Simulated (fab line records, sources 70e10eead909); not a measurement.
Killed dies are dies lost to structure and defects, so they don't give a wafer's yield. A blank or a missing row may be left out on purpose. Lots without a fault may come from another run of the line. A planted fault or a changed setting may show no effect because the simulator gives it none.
One fault seen from 2 desks | flow nand_harc | each desk has only its own numbers; what lay behind them comes last

THE TOOL OWNER'S DESK: cmp-02
The tool's own readings at NHARC_A_STAIRCASE_CMP_152 (polishes): means of the sampled wafers that have a number, for each lot that ran on this tool. A lot is out of limits, marked OUT, if its mean lies more than 4 standard deviations from the usual mean; the brackets give that distance.
Columns: A = edge_zone_pressure_frac at NHARC_A_STAIRCASE_CMP_152, usual 1.000; B = motor_current_A at NHARC_A_STAIRCASE_CMP_152, usual 12.6 A
lot  | first seen here | A     | B
L579 | day 19 22:58    | 0.998 | 13.3
L595 | day 26 10:40    | 0.996 | 13.9
L598 | day 27 09:49    | 1.007 | 13.6
This desk's finding: nothing out of limits on any of the 3 lots.

THE DEFECT DESK
What the inspections along the route counted, lot by lot: means of the sampled wafers that have a number. A lot is out of limits, marked OUT, if its mean lies more than 4 standard deviations from the usual mean; the brackets give that distance.
Columns: A = raw_defect_count at NHARC_A_STAIRCASE_INSPECT_155, usual 452
lot  | first seen here | A
L578 | day 19 15:23    | 486
L577 | day 19 21:13    | 577
L579 | day 20 00:43    | 299
L580 | day 20 10:20    | 456
L584 | day 21 15:41    | 493
L583 | day 21 15:48    | 373
L585 | day 22 12:14    | 579
L594 | day 26 11:49    | 374
L595 | day 26 12:25    | 549
L599 | day 27 11:33    | 422
L598 | day 27 11:37    | 428
L597 | day 27 12:09    | 605
L600 | day 28 05:44    | 448
This desk's finding: nothing out of limits on any of the 13 lots.

PUT TOGETHER
The tool owner's desk saw nothing out of limits.
The defect desk saw nothing out of limits.

WHAT THE SIMULATOR HAD PUT IN
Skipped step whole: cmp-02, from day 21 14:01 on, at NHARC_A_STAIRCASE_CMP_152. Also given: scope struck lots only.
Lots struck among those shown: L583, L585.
